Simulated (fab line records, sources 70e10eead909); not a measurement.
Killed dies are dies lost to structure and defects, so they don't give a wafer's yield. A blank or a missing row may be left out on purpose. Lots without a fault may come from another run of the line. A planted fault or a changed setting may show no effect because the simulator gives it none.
Chamber matching | flow nand_harc | NHARC_A_STAIRCASE_ETCHBACK_157 on rie_diel-09: 4 sister chambers
The step etches the open film in CH3F/O2, target depth 90 nm, time 167.14 s. 24 wafers are shown with their chamber, then 12 later ones without.

WAFERS WITH THEIR CHAMBER
wafer  | chamber | showerhead_plenum_p_Torr (Torr) | drypump_motor_current_A (A) | rf_vpp_V (V)
L074.3 | 2       | 2.36                            | 5.6                         | 243.8
L074.4 | 3       | 2.46                            | 4.8                         | 244.2
L074.5 | 1       | 2.34                            | 5.5                         | 243.0
L080.1 | 0       | 2.62                            | 5.8                         | 246.2
L080.2 | 2       | 2.35                            | 5.6                         | 242.3
L080.3 | 3       | 2.46                            | 4.9                         | 245.0
L082.2 | 3       | 2.45                            | 4.9                         | 246.6
L082.5 | 0       | 2.62                            | 5.8                         | 246.9
L082.6 | 3       | 2.45                            | 4.9                         | 243.6
L082.1 | 0       | 2.62                            | 5.8                         | 247.7
L082.3 | 2       | 2.35                            | 5.6                         | 243.3
L082.4 | 1       | 2.33                            | 5.5                         | 242.0
L085.2 | 1       | 2.33                            | 5.5                         | 243.7
L085.3 | 0       | 2.61                            | 5.8                         | 245.0
L085.6 | 3       | 2.45                            | 4.9                         | 244.3
L084.1 | 0       | 2.61                            | 5.8                         | 245.7
L084.3 | 2       | 2.34                            | 5.5                         | 243.3
L084.4 | 3       | 2.45                            | 4.9                         | 245.7
L088.3 | 2       | 2.34                            | 5.6                         | 242.9
L088.4 | 1       | 2.33                            | 5.5                         | 242.5
L088.6 | 3       | 2.44                            | 4.9                         | 243.1
L090.3 | 1       | 2.32                            | 5.5                         | 243.0
L090.4 | 0       | 2.61                            | 5.8                         | 244.9
L090.5 | 3       | 2.44                            | 4.8                         | 244.6

SIGNATURES (means of the wafers above)
reading                  | chamber 0 | chamber 1 | chamber 2 | chamber 3 | scatter within a chamber
showerhead_plenum_p_Torr | 2.6150    | 2.3300    | 2.3480    | 2.4500    | 0.00718
drypump_motor_current_A  | 5.800     | 5.500     | 5.580     | 4.875     | 0.0339
rf_vpp_V                 | 246.067   | 242.840   | 243.120   | 244.637   | 0.942
Rule: a wafer's distance from a chamber is the root of the sum, over the readings, of the square of ((its reading less the chamber's mean) divided by the reading's scatter). The wafer belongs to the nearest chamber; if the next one is less than 2 further off, it can't be placed. The scatter: the root of (the sum of the squares of (reading less its chamber's mean) over the shown wafers, divided by (wafers less chambers)).

WAFERS WITHOUT THEIR CHAMBER
wafer  | showerhead_plenum_p_Torr (Torr) | drypump_motor_current_A (A) | rf_vpp_V (V)
L093.1 | 2.32                            | 5.5                         | 241.4
L093.5 | 2.33                            | 5.6                         | 242.4
L093.6 | 2.44                            | 4.9                         | 244.4
L095.1 | 2.44                            | 4.9                         | 244.3
L095.3 | 2.32                            | 5.5                         | 241.8
L095.5 | 2.60                            | 5.8                         | 245.5
L096.1 | 2.60                            | 5.8                         | 247.1
L096.2 | 2.33                            | 5.6                         | 243.6
L096.4 | 2.32                            | 5.5                         | 242.5
L097.1 | 2.43                            | 4.9                         | 244.7
L097.4 | 2.60                            | 5.8                         | 247.1
L097.6 | 2.43                            | 4.9                         | 244.4

WHICH CHAMBER EACH WENT THROUGH
wafer  | from the rows above     | in truth
L093.1 | 1                       | 1
L093.5 | can't be placed: 2 or 1 | 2
L093.6 | 3                       | 3
L095.1 | 3                       | 3
L095.3 | 1                       | 1
L095.5 | 0                       | 0
L096.1 | 0                       | 0
L096.2 | can't be placed: 2 or 1 | 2
L096.4 | 1                       | 1
L097.1 | 3                       | 3
L097.4 | 0                       | 0
L097.6 | 3                       | 3
Placed correctly: 10 of 12. Can't be placed from these rows: 2 (the true chamber is among the candidates in 2). Placed wrongly: 0.
